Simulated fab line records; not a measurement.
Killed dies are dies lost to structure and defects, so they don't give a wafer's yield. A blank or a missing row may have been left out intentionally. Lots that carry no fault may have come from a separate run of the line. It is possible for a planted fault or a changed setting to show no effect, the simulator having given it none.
Matching of chambers	flow n5 finfet	3 sister chambers for N5_BEOL_M5_CURE_80 on uv cure-01
The step cures SiCOH lowk, time 120 s. 20 wafers are shown with their chamber, then 10 later ones without.

## WAFERS WITH THEIR CHAMBER
wafer	chamber	wafer_temp_C_max	lamp power pct (%)
L075.2	1	371.5	52.24
L075.3	1	372.2	52.35
L075.6	1	371.7	52.38
L076.1	2	371.0	52.31
L076.3	2	371.6	52.29
L076.6	2	371.4	52.36
L081.1	1	372.3	52.41
L081.2	1	371.5	52.28
L081.4	1	371.6	52.35
L084.3	2	370.9	52.26
L084.4	2	371.4	52.32
L084.6	2	371.3	52.36
L091.2	0	371.4	52.38
L091.3	0	371.9	52.34
L091.5	0	371.9	52.33
L090.1	1	371.2	52.27
L090.2	1	371.5	52.38
L090.5	1	371.7	52.31
L090.3	1	371.2	52.24
L090.4	1	371.9	52.29

SIGNATURES (averages over the wafers above)
reading	chamber 0	chamber 1	chamber 2	scatter within a chamber
wafer_temp_C_max	371.733	371.664	371.267	0.324
lamp power pct	52.3500	52.3182	52.3167	0.0509
Rule: distance of a wafer from a chamber = root of the sum over the readings of ((wafer's reading minus chamber's mean) / reading's scatter) squared. The wafer belongs to the nearest chamber; if the next one is less than 2 further off, it can't be placed. The scatter: the root of (the sum of the squares of (reading less its chamber's mean) over the shown wafers, divided by (wafers less chambers)).

## WAFERS MISSING THEIR CHAMBER
wafer	wafer_temp_C_max	lamp power pct (%)
L090.6	371.2	52.33
L094.2	371.2	52.31
L094.3	371.5	52.33
L094.6	370.9	52.42
L095.2	371.7	52.34
L095.5	371.8	52.32
L095.6	371.8	52.21
L097.2	372.0	52.29
L097.3	371.9	52.35
L097.6	373.4	52.30

## THE CHAMBER EACH PASSED THROUGH
wafer	from the rows above	in truth
L090.6	can't be placed: 2 or 1 or 0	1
L094.2	can't be placed: 2 or 1 or 0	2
L094.3	can't be placed: 1 or 2 or 0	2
L094.6	can't be placed: 2 or 0 or 1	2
L095.2	can't be placed: 0 or 1 or 2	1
L095.5	can't be placed: 1 or 0 or 2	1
L095.6	can't be placed: 1 or 2 or 0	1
L097.2	can't be placed: 1 or 0 or 2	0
L097.3	can't be placed: 0 or 1 or 2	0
L097.6	can't be placed: 0 or 1 or 2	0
0 of 10 placed correctly. Not placeable from these rows: 10 (in 10, the candidates include the true chamber). Number placed wrongly: 0.
